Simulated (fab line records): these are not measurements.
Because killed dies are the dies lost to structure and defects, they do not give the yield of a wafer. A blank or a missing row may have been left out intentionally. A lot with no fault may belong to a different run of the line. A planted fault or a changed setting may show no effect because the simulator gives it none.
fab line records -- flow n5-finfet
record lots=10, wafers=30, last-day=17
route steps=1938 shown BEOL_M9@1447 BEOL_M10@1473 PASSIVATION@1936
lots that met no fault: taken from a fault-free run of the same line
start-h: hours from the record's first day to the start of the lot's first wafer shown -- wait-h: time in hours since the lot's previous step -- " same as the row above -- L1.1+2: a row that stands for several wafers -- - no value, or no start was given -- * or withheld: withheld -- < > ~ a bound
route shown NAME@n: NAME is a module with steps in the file, n the number in the route of the first one -- usual: mean/standard deviation of fault-free wafers -- same: alike in all rows -- chamber/n: place in a boat -- sites: readings site by site -- _std_site: standard deviation across them -- _edge_site: mean of outer sites minus mean of inner sites -- radius-mm: how far each site lies from the wafer's centre -- mask NAME#n: copy n -- behind: tool/chamber where the wafer was last shaped -- hold: cause of the lot's hold/its duration in hours/its outcome -- device: transistor that didn't switch, given as n, p or np -- end of line: at the end of the route, the tests of the same wafers -- a step given without rows: its recipe and nothing more -- killed: dies that structure and defects cost at the first sort, which is not the same as the wafer's yield -- map: a wafer's dies, x killed, . not, _ none there
set.NAME: setting as actually run; set.NAME@STEP: the setting as run at that earlier step -- model.NAME: the simulator's own value behind a step, which no gauge read
steps of the route over a sample of lots; a table a step, a row a wafer
services: when a tool's chamber went out of use (start-h, in hours from the record's first day, below 0 if earlier), for how many hours, and the reason
## steps
# step N5_BEOL_M9_ETCH_41
# recipe chemistry=CH3F/O2, target=SiCN, target-depth-a=366, taper-deg=2, time-s=70.1, ion-energy-ev=120, mask-material=TiN, pressure-mtorr=30, source-w=395, bias-w=75, Ar_flow_sccm=150, CH3F_flow_sccm=30, O2_flow_sccm=20
# usual O2_flow_sccm=20.00/0.055, bias-w=75.01/0.24, drypump-motor-current-A=5.9/0.48, oes-product-au=0.81/0.085, rf-vpp-V=297.1/1.2, showerhead-plenum-p-Torr=1.99/0.056, throttle-valve-pct=16.24/0.25
lot.wafer,tool,chamber,start-h,wait-h,O2_flow_sccm,bias-w,drypump-motor-current-A,oes-product-au,rf-hours-counter-h,rf-vpp-V,showerhead-plenum-p-Torr,throttle-valve-pct
L124.1,rie-diel-02,0,-,-,20.01,75.05,6.3,0.68,224,298.3,2.07,16.23
L124.2,rie-diel-02,2,-,-,20.07,74.70,6.1,0.97,7,296.8,1.97,16.23
L124.5,rie-diel-02,1,-,-,20.07,74.98,6.6,0.80,-,297.4,2.01,16.08
L125.3,rie-diel-03,0,-,-,19.89,75.38,6.2,0.93,15,296.8,1.95,15.74
L125.5,rie-diel-03,2,-,-,20.05,74.67,6.6,0.91,-,298.9,2.04,16.09
L125.6,rie-diel-03,3,-,-,20.01,74.99,5.7,0.67,-,298.2,2.06,16.55
L127.2,rie-diel-06,2,-,-,19.96,75.25,5.4,0.72,180,297.5,1.98,16.59
L127.3,rie-diel-06,3,-,-,20.03,74.92,5.4,0.86,53,299.0,2.12,16.10
L127.4,rie-diel-06,1,-,-,19.92,74.60,5.4,0.92,27,297.1,1.96,16.08
L128.2,rie-diel-02,1,-,-,20.01,75.37,6.6,0.78,111,296.6,2.01,16.10
L128.3,rie-diel-02,2,-,-,20.07,74.97,6.1,0.93,14,297.3,1.97,16.24
L128.6,rie-diel-02,0,-,-,20.00,75.25,6.3,0.67,-,299.1,2.07,16.25
L136.1,rie-diel-02,0,-,-,19.91,74.55,6.2,0.66,247,298.5,2.06,16.27
L136.2,rie-diel-02,3,-,-,19.96,74.97,5.3,0.79,90,296.4,1.94,16.18
L136.4,rie-diel-02,1,-,-,20.09,74.97,6.6,0.77,127,298.0,2.00,16.11
L137.2,rie-diel-03,2,-,-,20.00,74.94,6.6,0.88,48,298.6,2.03,16.12
L137.5,rie-diel-03,1,-,-,20.06,75.00,5.7,0.72,-,295.7,1.89,16.64
L137.6,rie-diel-03,2,-,-,20.02,74.88,6.6,0.87,-,297.8,2.03,16.13
L143.1,rie-diel-06,2,-,-,19.95,74.95,5.4,0.70,211,297.5,1.97,16.67
L143.5,rie-diel-06,3,-,-,20.08,74.94,5.4,0.81,-,298.7,2.11,16.18
L143.6,rie-diel-06,0,-,-,19.98,75.24,6.0,0.78,-,296.2,2.02,16.57
L144.1,rie-diel-02,0,-,-,20.11,75.15,6.3,0.91,8,297.0,2.06,15.79
L144.2,rie-diel-02,1,-,-,20.03,75.26,6.6,0.75,144,297.4,2.00,16.16
L144.5,rie-diel-02,2,-,-,20.06,74.97,6.1,0.85,-,297.4,1.95,16.29
L146.3,rie-diel-02,0,-,-,20.00,74.86,6.3,0.91,9,297.7,2.06,15.80
L146.5,rie-diel-02,0,-,-,20.01,75.24,6.3,0.91,-,297.8,2.06,15.78
L146.6,rie-diel-02,1,-,-,20.07,75.23,6.6,0.75,-,296.9,2.00,16.16
L145.2,rie-diel-02,2,-,-,20.05,75.50,6.1,0.86,50,297.8,1.95,16.30
L145.4,rie-diel-02,0,-,-,20.06,74.76,6.3,0.92,9,298.9,2.06,15.82
L145.6,rie-diel-02,0,-,-,20.00,74.56,6.3,0.91,-,297.4,2.06,15.80
# step N5_BEOL_M9_PRE_CLEAN_45
# recipe gas=H2/He, time-s=30, temp-c=250
# usual heater-power-w=326/24
lot.wafer,tool,chamber,start-h,wait-h,heater-power-w
L124.1,pvd-sputter-02,-,221.42,0.0,373
L124.2,pvd-sputter-02,-,221.42,0.0,300
L124.5,pvd-sputter-02,-,221.42,0.0,303
L125.3,pvd-sputter-01,-,222.83,0.0,336
L125.5,pvd-sputter-01,-,222.83,0.0,334
L125.6,pvd-sputter-01,-,222.83,0.0,325
L127.2,pvd-sputter-03,-,242.04,0.0,300
L127.3,pvd-sputter-03,-,242.04,0.0,294
L127.4,pvd-sputter-03,-,242.04,0.0,308
L128.2,pvd-sputter-02,-,243.39,0.0,317
L128.3,pvd-sputter-02,-,243.39,0.0,355
L128.6,pvd-sputter-02,-,243.39,0.0,308
L137.2,pvd-sputter-02,-,300.76,0.0,316
L137.5,pvd-sputter-02,-,300.76,0.0,307
L137.6,pvd-sputter-02,-,300.76,0.0,304
L136.1,pvd-sputter-03,-,301.49,0.0,311
L136.2,pvd-sputter-03,-,301.49,0.0,286
L136.4,pvd-sputter-03,-,301.49,0.0,303
L143.1,pvd-sputter-03,-,343.04,0.0,334
L143.5,pvd-sputter-03,-,343.04,0.0,315
L143.6,pvd-sputter-03,-,343.04,0.0,323
L144.1,pvd-sputter-03,-,353.22,0.0,308
L144.2,pvd-sputter-03,-,353.22,0.0,325
L144.5,pvd-sputter-03,-,353.22,0.0,329
L146.3,pvd-sputter-02,-,356.30,0.0,319
L146.5,pvd-sputter-02,-,356.30,0.0,348
L146.6,pvd-sputter-02,-,356.30,0.0,368
L145.2,pvd-sputter-02,-,356.38,0.0,341
L145.4,pvd-sputter-02,-,356.38,0.0,376
L145.6,pvd-sputter-02,-,356.38,0.0,306
# step N5_BEOL_M9_DEP_56
# recipe material=SiCN, target-thk-a=150, temp-c=withheld, precursor=3MS/NH3, pressure-torr=3, rf-w=202, time-s=26.5
# usual chamber-pressure-Torr=3.000/0.0061, showerhead-plenum-p-Torr=3.664/0.014, throttle-valve-pct=9.1/0.48
lot.wafer,tool,chamber,start-h,wait-h,chamber-pressure-Torr,showerhead-plenum-p-Torr,throttle-valve-pct
L124.1,pecvd-03,0,223.37,0.0,2.997,3.649,9.9
L124.2,pecvd-03,2,223.37,0.0,3.008,3.685,8.4
L124.5,pecvd-03,2,223.37,0.0,3.006,3.686,8.6
L125.3,pecvd-01,0,226.36,0.0,3.013,3.686,8.5
L125.5,pecvd-01,0,226.36,0.0,3.003,3.673,8.6
L125.6,pecvd-01,1,226.36,0.0,2.995,3.676,8.9
L127.2,pecvd-01,1,244.74,0.0,3.000,3.682,8.8
L127.3,pecvd-01,2,244.74,0.0,3.007,3.662,9.0
L127.4,pecvd-01,0,244.74,0.0,3.005,3.675,8.9
L128.2,pecvd-04,2,246.21,0.0,3.007,3.646,8.6
L128.3,pecvd-04,0,246.21,0.0,3.008,3.652,10.1
L128.6,pecvd-04,2,246.21,0.0,3.004,3.654,8.6
L137.2,pecvd-04,0,302.93,0.0,3.001,3.653,9.8
L137.5,pecvd-04,1,302.93,0.0,3.004,3.670,9.5
L137.6,pecvd-04,0,302.93,0.0,2.988,3.646,9.9
L136.1,pecvd-04,1,303.49,0.0,3.001,3.669,9.7
L136.2,pecvd-04,0,303.49,0.0,3.008,3.654,9.8
L136.4,pecvd-04,2,303.49,0.0,2.999,3.645,8.6
L143.1,pecvd-01,1,344.65,0.0,3.006,3.685,9.3
L143.5,pecvd-01,0,344.65,0.0,3.004,3.668,8.5
L143.6,pecvd-01,2,344.65,0.0,2.997,3.659,9.0
L144.1,pecvd-03,2,354.90,0.0,2.991,3.685,8.9
L144.2,pecvd-03,1,354.90,0.0,3.002,3.651,8.9
L144.5,pecvd-03,0,354.90,0.0,3.008,3.643,10.0
L146.3,pecvd-01,1,357.81,0.0,2.992,3.678,8.8
L146.5,pecvd-01,1,357.81,0.0,2.992,3.679,8.6
L146.6,pecvd-01,0,357.81,0.0,2.999,3.673,8.6
L145.2,pecvd-03,1,358.08,0.0,2.989,3.648,9.1
L145.4,pecvd-03,2,358.08,0.0,2.996,3.693,8.9
L145.6,pecvd-03,0,358.08,0.0,2.991,3.654,10.3
# step N5_BEOL_M9_INSPECT_58
# recipe inspect-instrument=darkfield, mode=post-dep
# usual raw-defect-count=73/23
lot.wafer,tool,chamber,start-h,wait-h,raw-defect-count
L124.1,defect-inspect-02,-,223.47,0.0,51
L124.2,defect-inspect-02,-,223.47,0.0,93
L124.5,defect-inspect-02,-,223.47,0.0,64
L125.3,defect-inspect-01,-,226.46,0.0,82
L125.5,defect-inspect-01,-,226.46,0.0,104
L125.6,defect-inspect-01,-,226.46,0.0,73
L127.2,defect-inspect-02,-,244.84,0.0,58
L127.3,defect-inspect-02,-,244.84,0.0,80
L127.4,defect-inspect-02,-,244.84,0.0,55
L128.2,defect-inspect-02,-,246.31,0.0,93
L128.3,defect-inspect-02,-,246.31,0.0,127
L128.6,defect-inspect-02,-,246.31,0.0,108
L137.2,defect-inspect-01,-,303.03,0.0,1037
L137.5,defect-inspect-01,-,303.03,0.0,934
L137.6,defect-inspect-01,-,303.03,0.0,941
L136.1,defect-inspect-02,-,303.59,0.0,1050
L136.2,defect-inspect-02,-,303.59,0.0,998
L136.4,defect-inspect-02,-,303.59,0.0,955
L143.1,defect-inspect-02,-,344.75,0.0,102
L143.5,defect-inspect-02,-,344.75,0.0,80
L143.6,defect-inspect-02,-,344.75,0.0,57
L144.1,defect-inspect-01,-,355.00,0.0,56
L144.2,defect-inspect-01,-,355.00,0.0,50
L144.5,defect-inspect-01,-,355.00,0.0,64
L146.3,defect-inspect-01,-,357.92,0.0,45
L146.5,defect-inspect-01,-,357.92,0.0,42
L146.6,defect-inspect-01,-,357.92,0.0,75
L145.2,defect-inspect-02,-,358.18,0.0,56
L145.4,defect-inspect-02,-,358.18,0.0,88
L145.6,defect-inspect-02,-,358.18,0.0,126
# step N5_BEOL_M10_PECVD_70
# recipe material=SiO2, target-thk-a=200, temp-c=400, precursor=TEOS/O2, pressure-torr=5.5, rf-w=450, teos-flow-sccm=53.8, gas=O2, flow-sccm=3000, time-s=22.7
# usual chamber-pressure-Torr=5.503/0.012, heater-power-w=711/79, showerhead-plenum-p-Torr=8.77/0.07, throttle-valve-pct=22.8/1.3
lot.wafer,tool,chamber,start-h,wait-h,chamber-pressure-Torr,heater-power-w,showerhead-plenum-p-Torr,throttle-valve-pct
L124.1,pecvd-02,1,224.13,0.0,5.489,724,8.82,23.5
L124.2,pecvd-02,0,224.13,0.0,5.532,833,8.80,21.0
L124.5,pecvd-02,0,224.13,0.0,5.515,832,8.79,21.0
L125.3,pecvd-03,0,227.15,0.0,5.511,687,8.71,24.7
L125.5,pecvd-03,1,227.15,0.0,5.502,623,8.71,22.6
L125.6,pecvd-03,0,227.15,0.0,5.500,672,8.72,24.8
L127.2,pecvd-03,1,245.52,0.0,5.507,605,8.68,22.4
L127.3,pecvd-03,0,245.52,0.0,5.486,719,8.71,24.8
L127.4,pecvd-03,1,245.52,0.0,5.505,604,8.70,22.4
L128.2,pecvd-02,2,246.98,0.0,5.473,653,8.70,21.7
L128.3,pecvd-02,1,246.98,0.0,5.494,706,8.79,23.8
L128.6,pecvd-02,0,246.98,0.0,5.513,924,8.79,21.2
L137.2,pecvd-02,0,303.98,0.0,5.485,906,8.79,21.1
L137.5,pecvd-02,0,303.98,0.0,5.499,887,8.78,21.0
L137.6,pecvd-02,1,303.98,0.0,5.505,691,8.78,23.6
L136.1,pecvd-03,1,304.46,0.0,5.510,632,8.72,22.4
L136.2,pecvd-03,0,304.46,0.0,5.511,703,8.71,24.5
L136.4,pecvd-03,0,304.46,0.0,5.491,705,8.70,24.8
L143.1,pecvd-03,1,345.90,0.0,5.512,588,8.71,22.2
L143.5,pecvd-03,0,345.90,0.0,5.519,654,8.70,24.7
L143.6,pecvd-03,2,345.90,0.0,5.514,661,8.87,22.3
L144.1,pecvd-03,1,356.18,0.0,5.502,672,8.72,22.5
L144.2,pecvd-03,2,356.18,0.0,5.498,793,8.87,21.8
L144.5,pecvd-03,0,356.18,0.0,5.485,733,8.71,24.7
L146.3,pecvd-03,2,358.58,0.0,5.524,654,8.88,22.2
L146.5,pecvd-03,1,358.58,0.0,5.502,594,8.71,22.6
L146.6,pecvd-03,2,358.58,0.0,5.518,650,8.88,22.1
L145.2,pecvd-03,2,358.84,0.0,5.506,764,8.86,22.0
L145.4,pecvd-03,0,358.84,0.0,5.502,704,8.69,24.9
L145.6,pecvd-03,2,358.84,0.0,5.505,757,8.91,22.0
# step N5_BEOL_M10_INSPECT_13
# recipe mode=adi, inspect-instrument=brightfield
# usual raw-defect-count=418/100
lot.wafer,tool,chamber,start-h,wait-h,raw-defect-count
L124.1,defect-inspect-02,-,226.08,0.0,426
L124.2,defect-inspect-02,-,226.08,0.0,431
L124.5,defect-inspect-02,-,226.08,0.0,325
L125.3,defect-inspect-01,-,228.03,0.0,559
L125.5,defect-inspect-01,-,228.03,0.0,550
L125.6,defect-inspect-01,-,228.03,0.0,475
L127.2,defect-inspect-01,-,248.13,0.0,364
L127.3,defect-inspect-01,-,248.13,0.0,389
L127.4,defect-inspect-01,-,248.13,0.0,418
L128.2,defect-inspect-01,-,248.77,0.0,513
L128.3,defect-inspect-01,-,248.77,0.0,638
L128.6,defect-inspect-01,-,248.77,0.0,620
L137.2,defect-inspect-02,-,306.70,0.0,1473
L137.5,defect-inspect-02,-,306.70,0.0,1315
L137.6,defect-inspect-02,-,306.70,0.0,1223
L136.1,defect-inspect-02,-,306.89,0.0,1397
L136.2,defect-inspect-02,-,306.89,0.0,1429
L136.4,defect-inspect-02,-,306.89,0.0,1267
L143.1,defect-inspect-01,-,346.98,0.0,423
L143.5,defect-inspect-01,-,346.98,0.0,440
L143.6,defect-inspect-01,-,346.98,0.0,381
L144.1,defect-inspect-01,-,357.83,0.0,370
L144.2,defect-inspect-01,-,357.83,0.0,253
L144.5,defect-inspect-01,-,357.83,0.0,350
L146.3,defect-inspect-01,-,359.51,0.0,324
L146.5,defect-inspect-01,-,359.51,0.0,264
L146.6,defect-inspect-01,-,359.51,0.0,299
L145.2,defect-inspect-02,-,360.10,0.0,467
L145.4,defect-inspect-02,-,360.10,0.0,687
L145.6,defect-inspect-02,-,360.10,0.0,623
# step N5_PASSIVATION_PROBE_49
# usual defect-limited-yield=91.1/1.6, killed_at_M0_to_M3=35/11, killed_at_M4_up=13/5.4, killed-at-contacts=13/6.5, killed-at-front-end=40/14, killed-at-other=4/3.1, killed-dies=105/18, killed-on-rim=14/4.1, killed-open=69/14, killed-short=34/7.3, sort_bin_5_function=5.2/0.96, sort_bin_6_memory=3.4/0.77, sort_bin_8_speed=0.02/0.13, sort-n-pass=1075/19
# same gross-dies=1180, killed-at-back-side=0, sort_bin_4_leakage[%]=0
lot.wafer,tool,chamber,start-h,wait-h,defect-limited-yield[%],killed_at_M0_to_M3,killed_at_M4_up,killed-at-contacts,killed-at-front-end,killed-at-other,killed-dies,killed-on-rim,killed-open,killed-short,sort_bin_5_function[%],sort_bin_6_memory[%],sort_bin_8_speed[%],sort-n-pass
L125.3,prober-01,-,281.69,0.1,93.9,31,12,5,21,3,72,9,46,20,4.2,1.7,0,1108
L125.5,prober-01,-,281.79,0.2,93.6,28,10,3,33,1,75,13,46,28,3.1,2.9,0,1105
L125.6,prober-01,-,281.84,0.3,91.5,40,3,14,35,8,100,10,62,38,5.2,2.8,0,1080
L128.2,prober-02,-,308.50,0.1,90.8,30,13,24,38,3,108,18,73,34,4.2,4.4,0,1072
L128.3,prober-02,-,308.55,0.1,91.4,35,18,13,33,2,101,16,68,32,5.2,3.2,0,1079
L128.6,prober-02,-,308.70,0.3,92.5,34,11,8,32,3,88,11,57,31,4.8,2.4,0,1092
L137.2,prober-02,-,364.03,0.1,83.4,30,93,24,44,5,196,26,77,33,9.5,4.7,0,984
L137.5,prober-02,-,364.18,0.2,85.6,28,82,21,34,5,170,33,60,34,8.6,3.5,0,1010
L137.6,prober-02,-,364.23,0.3,84.2,29,89,30,36,2,186,34,75,29,10.7,2.9,0,994
L136.1,prober-02,-,367.88,0.0,86.2,44,75,9,27,8,163,29,74,25,8.1,3.5,0,1017
L136.2,prober-02,-,367.93,0.1,81.6,43,101,10,58,5,217,32,93,37,10.7,4.9,0,963
L136.4,prober-02,-,368.03,0.2,83.6,42,118,2,28,4,194,34,55,32,9.6,3.7,0,986
L143.1,prober-01,-,398.01,0.0,94.1,16,6,16,22,10,70,16,48,20,3.2,2.6,0,1110
L143.5,prober-01,-,398.21,0.2,89.7,52,12,9,46,3,122,17,90,30,6.9,3.3,0,1058
L143.6,prober-01,-,398.26,0.3,91.3,22,10,36,33,2,103,15,71,29,4.7,3.4,0,1077
L144.1,prober-01,-,415.66,0.0,91.1,29,14,19,39,4,105,17,66,36,4.8,3.6,0,1075
L144.2,prober-01,-,415.71,0.1,92.4,35,9,5,39,2,90,9,64,26,4.5,3.0,0,1090
L144.5,prober-01,-,415.86,0.2,92.6,27,8,14,29,9,87,12,55,32,4.2,3.1,0,1093
# killed by level:class
L125.3 BEOL_M0_SAQP:geometric-particle:open=11 BEOL_M0_SAQP:geometric-particle:short=7 FIN_SAQP:geometric-particle:open=5 MOL_CONTACT_COAG:geometric-particle:open=4 BEOL_M1:geometric-particle:open=4 FIN_SAQP:geometric-particle:short=3 DUMMY_GATE:geometric-particle:open=3 BEOL_M2:geometric-particle:open=3
L125.5 BEOL_M0_SAQP:geometric-particle:short=9 BEOL_M2:geometric-particle:open=7 BEOL_M0_SAQP:geometric-particle:open=6 BEOL_M5:geometric-particle:open=5 STI_FIN_REVEAL:geometric-particle:open=5 FIN_SAQP:geometric-particle:open=4 STARTING-WAFER:geometric-particle:short=4 DUMMY_GATE:geometric-particle:open=3
L125.6 BEOL_M1:geometric-particle:open=13 MOL_CONTACT_COAG:geometric-particle:open=10 BEOL_M2:geometric-particle:open=7 STI_FIN_REVEAL:geometric-particle:open=6 FIN_SAQP:geometric-particle:open=5 ILD0:geometric-particle:short=5 BEOL_M0_SAQP:geometric-particle:open=5 BEOL_M0_SAQP:geometric-particle:short=5
L128.2 MOL_CONTACT_COAG:geometric-particle:open=20 FIN_SAQP:geometric-particle:open=14 FIN_SAQP:geometric-particle:short=11 BEOL_M1:geometric-particle:open=11 BEOL_M1:geometric-particle:short=7 BEOL_M4:geometric-particle:open=6 BEOL_M3:geometric-particle:open=5 MOL_CONTACT_COAG:geometric-particle:short=4
L128.3 BEOL_M1:geometric-particle:open=14 BEOL_M4:geometric-particle:open=11 MOL_CONTACT_COAG:geometric-particle:open=10 STI_FIN_REVEAL:geometric-particle:open=8 FIN_SAQP:geometric-particle:open=7 BEOL_M2:geometric-particle:open=6 BEOL_M1:geometric-particle:short=6 FIN_SAQP:geometric-particle:short=5
L128.6 BEOL_M1:geometric-particle:open=11 FIN_SAQP:geometric-particle:open=8 DUMMY_GATE:geometric-particle:open=6 MOL_CONTACT_COAG:geometric-particle:open=6 BEOL_M0_SAQP:geometric-particle:open=5 BEOL_M1:geometric-particle:short=5 STARTING-WAFER:geometric-particle:open=5 BEOL_M0:geometric-particle:open=4
L137.2 BEOL_M9:unspecified=85 FIN_SAQP:geometric-particle:open=17 MOL_CONTACT_COAG:geometric-particle:open=17 BEOL_M0_SAQP:geometric-particle:open=11 BEOL_M2:geometric-particle:open=8 FIN_SAQP:geometric-particle:short=7 MOL_CONTACT_COAG:geometric-particle:short=7 BEOL_M4:geometric-particle:open=4
L137.5 BEOL_M9:unspecified=73 MOL_CONTACT_COAG:geometric-particle:open=17 BEOL_M0_SAQP:geometric-particle:short=9 FIN_SAQP:geometric-particle:short=8 STI_FIN_REVEAL:geometric-particle:open=8 BEOL_M3:geometric-particle:open=8 BEOL_M4:geometric-particle:open=6 MOL_CONTACT_COAG:geometric-particle:short=4
L137.6 BEOL_M9:unspecified=82 MOL_CONTACT_COAG:geometric-particle:open=29 FIN_SAQP:geometric-particle:short=9 BEOL_M0_SAQP:geometric-particle:open=7 GATE_CUT:geometric-particle:open=6 FIN_SAQP:geometric-particle:open=5 BEOL_M2:geometric-particle:open=5 BEOL_M4:geometric-particle:open=4
L136.1 BEOL_M9:unspecified=61 BEOL_M1:geometric-particle:open=14 BEOL_M0_SAQP:geometric-particle:open=11 BEOL_M2:geometric-particle:open=8 MOL_CONTACT_COAG:geometric-particle:open=7 BEOL_M4:geometric-particle:open=6 STI_FIN_REVEAL:geometric-particle:open=5 BEOL_M0_SAQP:geometric-particle:short=5
L136.2 BEOL_M9:unspecified=81 FIN_SAQP:geometric-particle:open=19 BEOL_M2:geometric-particle:open=11 FIN_SAQP:geometric-particle:short=8 STI_FIN_REVEAL:geometric-particle:open=8 DUMMY_GATE:geometric-particle:open=8 MOL_CONTACT_COAG:geometric-particle:open=8 BEOL_M0_SAQP:geometric-particle:open=8
L136.4 BEOL_M9:unspecified=106 BEOL_M0_SAQP:geometric-particle:open=12 BEOL_M1:geometric-particle:open=9 BEOL_M0_SAQP:geometric-particle:short=8 STI_FIN_REVEAL:geometric-particle:open=6 GATE_CUT:geometric-particle:short=6 BEOL_M4:geometric-particle:open=6 FIN_SAQP:geometric-particle:open=5
L143.1 MOL_CONTACT_COAG:geometric-particle:open=15 BEOL_M3:geometric-particle:open=6 PASS1_CAP:geometric-particle:open=6 STARTING-WAFER:geometric-particle:open=5 FIN_SAQP:geometric-particle:short=3 DUMMY_GATE:geometric-particle:open=3 BEOL_M0_SAQP:geometric-particle:short=3 STARTING-WAFER:geometric-particle:short=3
L143.5 BEOL_M3:geometric-particle:open=17 FIN_SAQP:geometric-particle:open=16 BEOL_M2:geometric-particle:open=11 FIN_SAQP:geometric-particle:short=9 BEOL_M0_SAQP:geometric-particle:open=9 MOL_CONTACT_COAG:geometric-particle:open=8 BEOL_M0_SAQP:geometric-particle:short=5 ILD0:geometric-particle:short=4
L143.6 MOL_CONTACT_COAG:geometric-particle:open=29 STI_FIN_REVEAL:geometric-particle:open=7 MOL_CONTACT_COAG:geometric-particle:short=7 BEOL_M2:geometric-particle:open=7 FIN_SAQP:geometric-particle:short=5 BEOL_M0_SAQP:geometric-particle:short=4 BEOL_M0_SAQP:geometric-particle:open=4 STARTING-WAFER:geometric-particle:open=4
L144.1 MOL_CONTACT_COAG:geometric-particle:open=16 FIN_SAQP:geometric-particle:open=8 STI_FIN_REVEAL:geometric-particle:open=8 BEOL_M0_SAQP:geometric-particle:short=8 GATE_CUT:geometric-particle:short=6 BEOL_M0_SAQP:geometric-particle:open=6 BEOL_M3:geometric-particle:open=5 BEOL_M4:geometric-particle:short=5
L144.2 BEOL_M0_SAQP:geometric-particle:open=9 BEOL_M3:geometric-particle:open=9 FIN_SAQP:geometric-particle:open=7 DUMMY_GATE:geometric-particle:open=7 BEOL_M0_SAQP:geometric-particle:short=7 BEOL_M2:geometric-particle:open=6 MOL_CONTACT_COAG:geometric-particle:open=5 DUMMY_GATE:geometric-particle:short=4
L144.5 MOL_CONTACT_COAG:geometric-particle:open=10 BEOL_M0_SAQP:geometric-particle:short=7 GATE_CUT:geometric-particle:short=6 BEOL_M0_SAQP:geometric-particle:open=6 STI_FIN_REVEAL:geometric-particle:open=5 BEOL_M3:geometric-particle:open=5 BEOL_M4:geometric-particle:open=5 PAD_METAL:geometric-particle:open=5
## services
tool,chamber,start-h,hours,kind
pecvd-02,2,202.40,-,clean
pecvd-02,2,202.40,-,consumable-replace:showerhead
pecvd-02,2,202.40,29.0,scheduled-down
pecvd-02,2,202.40,29.0,vent-cycle
pecvd-01,-,203.80,6.0,pm
pecvd-04,-,204.84,5.5,pm
pecvd-02,0,207.39,2.1,scheduled-down
pecvd-03,-,224.03,1.4,repair
pecvd-03,1,263.80,5.5,scheduled-down
rie-diel-06,1,268.83,5.7,repair
pecvd-02,2,283.41,20.6,repair
rie-diel-03,0,288.35,3.7,repair
pecvd-03,-,290.28,1.3,repair
pecvd-01,0,292.02,5.5,scheduled-down
rie-diel-02,0,307.50,-,clean
rie-diel-02,0,307.50,-,consumable-replace:focus-ring
rie-diel-02,0,307.50,16.1,scheduled-down
rie-diel-02,0,307.50,16.1,vent-cycle
pecvd-01,2,308.92,2.1,scheduled-down
pecvd-03,2,309.90,2.1,scheduled-down
pecvd-01,-,316.89,0.2,repair
pecvd-04,0,327.02,6.8,repair
rie-diel-06,-,351.47,2.8,pm
pvd-sputter-03,-,355.57,0.7,repair
## key
first-sign step=N5_BEOL_M9_INSPECT_58, reading=raw-defect-count, direction=up, sigmas=40, usual=73, struck=986
effect step=N5_BEOL_M10_INSPECT_13, reading=raw-defect-count, direction=up, sigmas=9.4, usual=418, struck=1351
effect step=N5_PASSIVATION_PROBE_49, reading=killed_at_M4_up, direction=up, sigmas=15, usual=13, struck=93
more-kills-born-at N5_BEOL_M9_DEP_56@pecvd-04=488
met-at N5_BEOL_M9_DEP_56
struck-lots L136,L137
not-acting-at N5_BEOL_M9_ETCH_41,N5_BEOL_M9_PRE_CLEAN_45,N5_BEOL_M10_PECVD_70
onset-between 246.21 302.93
fault kind=chamber-particle-source, tool=pecvd-04, chamber=-, onset-h=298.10, steps=N5_BEOL_M9_DEP_56, rate-per-visit-cm2=1.3939, end-h=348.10
